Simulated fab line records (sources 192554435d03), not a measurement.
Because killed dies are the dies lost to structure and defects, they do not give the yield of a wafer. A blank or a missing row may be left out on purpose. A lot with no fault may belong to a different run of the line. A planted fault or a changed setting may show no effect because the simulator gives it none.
Lot-split experiment / flow n5-finfet / 21 wafers read from 7 lots, route of 1938 steps

== SPLIT DETAILS ==
At N5_BEOL_M11_VIA_ETCH_34 (etches SiCOH lowk in C4F6/O2, target depth 184.5 nm, time 69.2 s), the setting source-w was moved away from the recipe's 345 W on 8 of the 21 wafers read, by -16.7% to +16.0%. For the rest of the wafers, this setting stayed at what the recipe calls for.

The reading is taken at the split's own step.

== THE READING ==
rf-vpp-V, in V, at N5_BEOL_M11_VIA_ETCH_34 (etches SiCOH lowk in C4F6/O2, target depth 184.5 nm, time 69.2 s). Fault-free wafers of this fab line usually give 665 V, standard deviation 5.6 V.

wafer=L075.1; tool, chamber at the split=rie-diel-03, 2; source-w as run, W=361.4; against the recipe=+4.8%; rf-vpp-V, V=650; against lot-mates on the recipe=-18
wafer=L075.2; tool, chamber at the split=rie-diel-03, 1; source-w as run, W=361.4; against the recipe=+4.8%; rf-vpp-V, V=643; against lot-mates on the recipe=-25
wafer=L075.3; tool, chamber at the split=rie-diel-03, 0; source-w as run, W=345; against the recipe=recipe; rf-vpp-V, V=668; against lot-mates on the recipe=-
wafer=L076.1; tool, chamber at the split=rie-diel-02, 1; source-w as run, W=345; against the recipe=recipe; rf-vpp-V, V=656; against lot-mates on the recipe=-
wafer=L076.4; tool, chamber at the split=rie-diel-02, 3; source-w as run, W=345; against the recipe=recipe; rf-vpp-V, V=651; against lot-mates on the recipe=-
wafer=L076.5; tool, chamber at the split=rie-diel-02, 2; source-w as run, W=345; against the recipe=recipe; rf-vpp-V, V=665; against lot-mates on the recipe=-
wafer=L085.1; tool, chamber at the split=rie-diel-02, 2; source-w as run, W=345; against the recipe=recipe; rf-vpp-V, V=664; against lot-mates on the recipe=-
wafer=L085.3; tool, chamber at the split=rie-diel-02, 3; source-w as run, W=345; against the recipe=recipe; rf-vpp-V, V=651; against lot-mates on the recipe=-
wafer=L085.6; tool, chamber at the split=rie-diel-02, 1; source-w as run, W=287.5; against the recipe=-16.7%; rf-vpp-V, V=721; against lot-mates on the recipe=+64
wafer=L087.1; tool, chamber at the split=rie-diel-05, 0; source-w as run, W=345; against the recipe=recipe; rf-vpp-V, V=662; against lot-mates on the recipe=-
wafer=L087.2; tool, chamber at the split=rie-diel-05, 3; source-w as run, W=288.9; against the recipe=-16.3%; rf-vpp-V, V=733; against lot-mates on the recipe=+68
wafer=L087.3; tool, chamber at the split=rie-diel-05, 1; source-w as run, W=345; against the recipe=recipe; rf-vpp-V, V=669; against lot-mates on the recipe=-
wafer=L089.4; tool, chamber at the split=rie-diel-05, 0; source-w as run, W=399.3; against the recipe=+15.7%; rf-vpp-V, V=617; against lot-mates on the recipe=-47
wafer=L089.5; tool, chamber at the split=rie-diel-05, 3; source-w as run, W=399.3; against the recipe=+15.7%; rf-vpp-V, V=622; against lot-mates on the recipe=-42
wafer=L089.6; tool, chamber at the split=rie-diel-05, 0; source-w as run, W=345; against the recipe=recipe; rf-vpp-V, V=664; against lot-mates on the recipe=-
wafer=L090.1; tool, chamber at the split=rie-diel-02, 1; source-w as run, W=345; against the recipe=recipe; rf-vpp-V, V=656; against lot-mates on the recipe=-
wafer=L090.2; tool, chamber at the split=rie-diel-02, 3; source-w as run, W=345; against the recipe=recipe; rf-vpp-V, V=650; against lot-mates on the recipe=-
wafer=L090.5; tool, chamber at the split=rie-diel-02, 0; source-w as run, W=400.1; against the recipe=+16.0%; rf-vpp-V, V=614; against lot-mates on the recipe=-39
wafer=L091.3; tool, chamber at the split=rie-diel-05, 3; source-w as run, W=345; against the recipe=recipe; rf-vpp-V, V=671; against lot-mates on the recipe=-
wafer=L091.4; tool, chamber at the split=rie-diel-05, 0; source-w as run, W=345; against the recipe=recipe; rf-vpp-V, V=662; against lot-mates on the recipe=-
wafer=L091.5; tool, chamber at the split=rie-diel-05, 2; source-w as run, W=364.2; against the recipe=+5.6%; rf-vpp-V, V=647; against lot-mates on the recipe=-20

THE FIT
A straight line over all 21 wafers: rf-vpp-V changes by -3.3 V for each +1% of source-w; r = -0.96; the points scatter about the line by 7.8 V.
The same after taking each lot's own level away (the mean of its wafers on the recipe; 21 wafers): -3.32 V for each +1%; r = -0.97; scatter 6.8 V.
Per that fit: largest source-w move, reading shift of 55 V.
From 653.0 to 668.0 V: that is the span of the lots' own levels, equal to 2.7 times the standard deviation above.
The two slopes agree, so the slope changes little with the lot-to-lot level.
Check: +54.6 V against its lot-mates is what the line predicts for one of the wafers moved furthest among these (-16.7%) when that wafer is left out of the fit. Against them it came out at +63.5 V.
Tool readings at the split's step, against how far the setting was moved: rf-vpp-V r = -0.96.

== OTHER SPLITS ON THESE WAFERS ==
Note: prior to the reading, these wafers also went through further splits. Each is held against what the fit with the lots' levels taken away leaves over:
other split on the same wafers=N5_BEOL_M10_COAT_60 spin-rpm; wafers away from the commonest value=8; r with rf-vpp-V (lot level and that fit taken away)=-0.31
other split on the same wafers=N5_BEOL_M10_VIA_ETCH_34 bias-w; wafers away from the commonest value=5; r with rf-vpp-V (lot level and that fit taken away)=-0.09
other split on the same wafers=N5_BEOL_M10_TRENCH_ETCH_37 source-w; wafers away from the commonest value=5; r with rf-vpp-V (lot level and that fit taken away)=-0.20

== THE WHOLE CHAIN: every reading that the file lists as answering this split, in the file's order ==
step=N5_BEOL_M11_VIA_ETCH_34; what it does=etches SiCOH lowk in C4F6/O2, target depth 184.5 nm, time 69.2 s; reading=rf-vpp-V; change (the file's fit)=-3.35 V for each +1% of the setting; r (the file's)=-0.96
step=N5_BEOL_M11_VIA_ETCH_34; what it does=etches SiCOH lowk in C4F6/O2, target depth 184.5 nm, time 69.2 s; reading=etch.depth-nm (the simulator's own value, which no gauge read); change (the file's fit)=+0.88 nm for each +1% of the setting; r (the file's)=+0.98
step=N5_BEOL_M11_VIA_ETCH_34; what it does=etches SiCOH lowk in C4F6/O2, target depth 184.5 nm, time 69.2 s; reading=SOC_of_BEOL_M11_COAT_63.thk-nm (the simulator's own value, which no gauge read); change (the file's fit)=-0.0497 nm for each +1% of the setting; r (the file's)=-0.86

== FILE'S OWN FIT ==
rf-vpp-V changes by -3.35 V for each +1% of source-w, r = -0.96.
